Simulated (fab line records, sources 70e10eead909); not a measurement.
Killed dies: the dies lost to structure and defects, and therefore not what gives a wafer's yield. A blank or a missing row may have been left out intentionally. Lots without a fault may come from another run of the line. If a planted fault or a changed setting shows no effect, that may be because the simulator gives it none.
8D (eight disciplines) problem report, filled in by code || flow nand harc || the parts of the form that need people (team, actions taken, sign-off) are left out

1. THE ISSUE
At NHARC_P_M1_CMP_23, time to endpoint s averages 13.9 s over 4 wafers from 2 lots, while fault-free wafers read 28.1 s, standard deviation 2.1. Measured from the usual mean, that is -6.8 standard deviations.
The step: polishes, t overpolish 20 s, target thk 157.82 nm.
First seen on wafer L485.5, day 12 08:31, on cmp-02. The record has a number at this step for 33 wafers belonging to 11 lots. The rule behind "out" and "out of limits": a value lying over 4 standard deviations away from the usual mean. All remaining wafers that have a number are taken as sound.

2. WHAT IT IS, WHAT IT ISN'T
{"question": "which readings at this step", "is": "time to endpoint s", "is not": "motor current A, slurry filter dp kPa"}
{"question": "which lots", "is": "L485, L488", "is not": "L471, L472, L473, L474, L477, L482, L483, L484, L487"}
{"question": "which wafers of those lots", "is": "L485.5, L485.6, L488.2, L488.5", "is not": "L485.4, L488.3"}
{"question": "read on which tools", "is": "cmp-02, cmp-04", "is not": "cmp-01"}
{"question": "when", "is": "from day 12 08:31", "is not": "up to then (25 sound wafers); but 4 sound wafers of L487, L488 came after"}

3. THE SUSPECTS, EACH WITH WHAT RULES IT OUT
Counting: if a tool at a process step up to the reading ran every lot that is out, it stays a suspect. Sound lots after the first of them don't rule it out here, since some wafers of a struck lot are sound.
- cmp-03 at NHARC_P_M0_CMP_23 (polishes, t overpolish 20 s, target thk 117.54 nm): kept. It ran every lot that is out, first L485 (day 12 04:23); its last sound lot up to then is L473 (day 7 09:33).
- pvd sputter-03 at NHARC_P_M1_DEGAS_29 (time 60 s): kept. It ran every lot that is out, first L485 (day 12 07:26); its last sound lot up to then is L483 (day 11 06:47).
- ecd cu-01 at NHARC_P_M1_ECD_22 (material Cu, target thk 400 nm): kept. It ran every lot that is out, first L485 (day 12 07:56); its last sound lot up to then is L484 (day 11 17:49).
After the count, these remain: cmp-03 at NHARC_P_M0_CMP_23, pvd sputter-03 at NHARC_P_M1_DEGAS_29 and ecd cu-01 at NHARC_P_M1_ECD_22.

4. THE CAUSE (what the simulator had put in)
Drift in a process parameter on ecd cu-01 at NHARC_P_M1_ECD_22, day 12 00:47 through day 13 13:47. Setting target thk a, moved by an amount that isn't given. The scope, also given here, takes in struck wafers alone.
After counting, 3 suspects remain, this tool included.

5. THE EFFECT CHAIN, in route order
Each row: a reading whose mean over the struck wafers that have a number lies more than 3 standard deviations from the usual. Scope: only readings with a usual standard deviation given in the record; hours: median across lots of the time from each lot's start at the first step in this table that gives one to its start at this step; sigmas: change in usual standard deviations.
{"hours": 0, "step": "NHARC_P_M1_CMP_23", "reading": "time to endpoint s", "usual": "28.1 s", "on struck wafers": 13.9, "change": -14.2, "sigmas": -6.8}
Its process steps:
- NHARC_P_M1_CMP_23: polishes, t overpolish 20 s, target thk 157.82 nm.
Later measuring or inspecting steps at which every struck wafer that the step has a row for has a number for every such reading, and none has moved that far: NHARC_END_SORT_01.

6. WHAT WOULD HAVE CAUGHT IT SOONER
The fault began at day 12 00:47; the first out-of-limits reading in this record came at day 12 08:31, 8 hours later.
L488, from the lots that are out (2), started NHARC_P_M1_ECD_22 on ecd cu-01 later than day 12 08:31. Putting the tool on hold at that point would have spared it.
